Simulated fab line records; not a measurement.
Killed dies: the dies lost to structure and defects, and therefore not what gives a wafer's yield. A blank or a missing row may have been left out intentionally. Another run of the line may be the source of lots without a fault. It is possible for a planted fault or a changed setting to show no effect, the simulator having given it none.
Split-lot study / flow n5-finfet / route with 1938 steps; 7 lots, 21 wafers read

== THE SPLIT ==
At N5_BEOL_M7_ETCH_41 (etches SiCN in CH3F/O2, target depth 31.9 nm, time 57.8 s), the setting bias-w was moved away from the recipe's 75 W on 7 of the 21 wafers read, by -7.8% to +11.5%. This setting was run at the recipe's value on the other wafers.

The split's own step is where the reading is taken.

== THE READING ==
rf-vpp-V, in V, at N5_BEOL_M7_ETCH_41 (etches SiCN in CH3F/O2, target depth 31.9 nm, time 57.8 s). A value of 296.7 V with a standard deviation of 1.8 V is what fault-free wafers of this fab line usually give.

wafer=L074.1; tool, chamber at the split=rie-diel-03, 0; bias-w as run, W=75; against the recipe=recipe; rf-vpp-V, V=297.7; against lot-mates on the recipe=-
wafer=L074.3; tool, chamber at the split=rie-diel-03, 2; bias-w as run, W=75; against the recipe=recipe; rf-vpp-V, V=299.6; against lot-mates on the recipe=-
wafer=L074.5; tool, chamber at the split=rie-diel-03, 1; bias-w as run, W=75; against the recipe=recipe; rf-vpp-V, V=297.8; against lot-mates on the recipe=-
wafer=L076.2; tool, chamber at the split=rie-diel-04, 0; bias-w as run, W=75; against the recipe=recipe; rf-vpp-V, V=294.2; against lot-mates on the recipe=-
wafer=L076.3; tool, chamber at the split=rie-diel-04, 2; bias-w as run, W=75; against the recipe=recipe; rf-vpp-V, V=297.6; against lot-mates on the recipe=-
wafer=L076.5; tool, chamber at the split=rie-diel-04, 3; bias-w as run, W=69.16; against the recipe=-7.8%; rf-vpp-V, V=282.6; against lot-mates on the recipe=-13.3
wafer=L082.4; tool, chamber at the split=rie-diel-04, 1; bias-w as run, W=71; against the recipe=-5.3%; rf-vpp-V, V=288.9; against lot-mates on the recipe=-9.1
wafer=L082.5; tool, chamber at the split=rie-diel-04, 2; bias-w as run, W=75; against the recipe=recipe; rf-vpp-V, V=298.0; against lot-mates on the recipe=-
wafer=L082.6; tool, chamber at the split=rie-diel-04, 3; bias-w as run, W=71; against the recipe=-5.3%; rf-vpp-V, V=287.2; against lot-mates on the recipe=-10.8
wafer=L083.1; tool, chamber at the split=rie-diel-04, 2; bias-w as run, W=75; against the recipe=recipe; rf-vpp-V, V=299.2; against lot-mates on the recipe=-
wafer=L083.3; tool, chamber at the split=rie-diel-04, 3; bias-w as run, W=83.63; against the recipe=+11.5%; rf-vpp-V, V=317.0; against lot-mates on the recipe=+17.8
wafer=L083.5; tool, chamber at the split=rie-diel-04, 0; bias-w as run, W=83.63; against the recipe=+11.5%; rf-vpp-V, V=314.8; against lot-mates on the recipe=+15.6
wafer=L084.2; tool, chamber at the split=rie-diel-02, 1; bias-w as run, W=75; against the recipe=recipe; rf-vpp-V, V=296.2; against lot-mates on the recipe=-
wafer=L084.3; tool, chamber at the split=rie-diel-02, 3; bias-w as run, W=75; against the recipe=recipe; rf-vpp-V, V=298.0; against lot-mates on the recipe=-
wafer=L084.4; tool, chamber at the split=rie-diel-02, 3; bias-w as run, W=75; against the recipe=recipe; rf-vpp-V, V=297.0; against lot-mates on the recipe=-
wafer=L088.1; tool, chamber at the split=rie-diel-04, 1; bias-w as run, W=75; against the recipe=recipe; rf-vpp-V, V=298.0; against lot-mates on the recipe=-
wafer=L088.2; tool, chamber at the split=rie-diel-04, 0; bias-w as run, W=75; against the recipe=recipe; rf-vpp-V, V=294.5; against lot-mates on the recipe=-
wafer=L088.3; tool, chamber at the split=rie-diel-04, 3; bias-w as run, W=75; against the recipe=recipe; rf-vpp-V, V=295.1; against lot-mates on the recipe=-
wafer=L090.1; tool, chamber at the split=rie-diel-04, 1; bias-w as run, W=83.49; against the recipe=+11.3%; rf-vpp-V, V=318.8; against lot-mates on the recipe=+23.2
wafer=L090.2; tool, chamber at the split=rie-diel-04, 3; bias-w as run, W=83.49; against the recipe=+11.3%; rf-vpp-V, V=315.2; against lot-mates on the recipe=+19.6
wafer=L090.4; tool, chamber at the split=rie-diel-04, 0; bias-w as run, W=75; against the recipe=recipe; rf-vpp-V, V=295.6; against lot-mates on the recipe=-

THE FIT
A straight line over all 21 wafers: rf-vpp-V changes by +1.72 V for each +1% of bias-w; r = +0.99; the points scatter about the line by 1.6 V.
The same after taking each lot's own level away (the mean of its wafers on the recipe; 21 wafers): +1.7 V for each +1%; r = +0.98; scatter 1.7 V.
According to that fit, moving bias-w by its largest amount changes the reading by 20 V.
Across the lots, their own levels run from 295.60 to 299.20 V, a range of 2.0 times the standard deviation given above.
The two slopes are in agreement: the lot-to-lot level therefore moves the slope only a little.
Check: +19.8 V against its lot-mates is what the line predicts for one of the wafers moved furthest among these (+11.5%) when that wafer is left out of the fit. It came out at +17.8 V against them.
Tool readings at the split's step, against how far the setting was moved: rf-vpp-V r = +0.99.

== THE OTHER SPLITS THESE WAFERS WENT THROUGH ==
Before the reading, these wafers also passed through other splits. Each is held against what the fit with the lots' levels taken away leaves over:
other split on the same wafers=N5_BEOL_M7_EXPOSE_08 dose-mj; wafers away from the commonest value=6; r with rf-vpp-V (lot level and that fit taken away)=-0.25
other split on the same wafers=N5_BEOL_M7_TRENCH_ETCH_37 source-w; wafers away from the commonest value=9; r with rf-vpp-V (lot level and that fit taken away)=+0.12

== THE FILE'S OWN FIT ==
rf-vpp-V changes by +1.69 V for each +1% of bias-w, r = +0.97.
